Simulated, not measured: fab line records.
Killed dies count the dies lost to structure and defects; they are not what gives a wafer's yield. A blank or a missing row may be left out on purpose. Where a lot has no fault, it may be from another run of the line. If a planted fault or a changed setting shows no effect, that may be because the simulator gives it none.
Matching of chambers ; flow n5_finfet ; 4 sister chambers for N5_BEOL_M15_DESCUM_15 on rie_diel-06
The step chemistry O2, time 7.9 s. 18 wafers are shown with their chamber, then 9 later ones without.

== WAFERS, EACH WITH ITS CHAMBER ==
wafer;chamber;showerhead_plenum_p_Torr (Torr);drypump_motor_current_A (A);throttle_valve_pct (%)
L076.2;3;2.19;5.7;20.34
L076.5;1;2.07;5.1;20.51
L076.6;2;2.04;5.0;20.01
L082.1;1;2.07;5.0;20.53
L082.2;2;2.04;5.0;20.02
L082.4;3;2.18;5.7;20.39
L085.3;2;2.04;5.0;20.01
L085.5;0;1.98;6.2;20.63
L085.6;2;2.04;5.0;20.03
L083.1;3;2.18;5.7;20.37
L083.3;0;1.98;6.3;20.64
L083.5;0;1.98;6.3;20.64
L088.1;1;2.06;5.0;20.15
L088.3;0;1.98;6.2;20.65
L088.4;3;2.18;5.7;20.39
L091.3;3;2.17;5.7;20.41
L091.5;3;2.17;5.7;20.38
L091.6;0;1.98;6.2;20.65

SIGNATURES (averages over the wafers above)
reading;chamber 0;chamber 1;chamber 2;chamber 3;scatter within a chamber
showerhead_plenum_p_Torr;1.9800;2.0667;2.0400;2.1783;0.005
drypump_motor_current_A;6.240;5.033;5.000;5.700;0.0365
throttle_valve_pct;20.6420;20.3967;20.0175;20.3800;0.0823
Rule: a wafer lies at a distance from a chamber equal to the root of the sum of squares, over the readings, of (its reading less the chamber's mean, divided by the reading's scatter). If the next closest chamber is less than 2 further off than the closest, the wafer can't be placed; otherwise it belongs to the closest. How the scatter is found: for the shown wafers, subtract from each reading the mean of its chamber, square and add these, divide the total by (wafers less chambers), then take the root.

== WAFERS MISSING THEIR CHAMBER ==
wafer;showerhead_plenum_p_Torr (Torr);drypump_motor_current_A (A);throttle_valve_pct (%)
L090.1;1.98;6.2;20.65
L090.3;2.03;5.0;20.06
L090.5;2.06;5.1;20.18
L092.1;1.98;6.3;20.67
L092.2;2.03;4.9;20.05
L092.3;2.17;5.7;20.40
L097.1;1.98;6.2;20.68
L097.3;2.03;5.0;20.05
L097.6;2.17;5.8;20.40

== CHAMBER TAKEN BY EACH ==
wafer;from the rows above;in truth
L090.1;0;0
L090.3;2;2
L090.5;can't be placed: 1 or 2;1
L092.1;0;0
L092.2;2;2
L092.3;3;3
L097.1;0;0
L097.3;2;2
L097.6;3;3
Placed correctly: 8 of 9. Cannot be placed on the basis of these rows: 1; the candidates contain the true chamber in 1. Placed wrongly: 0.
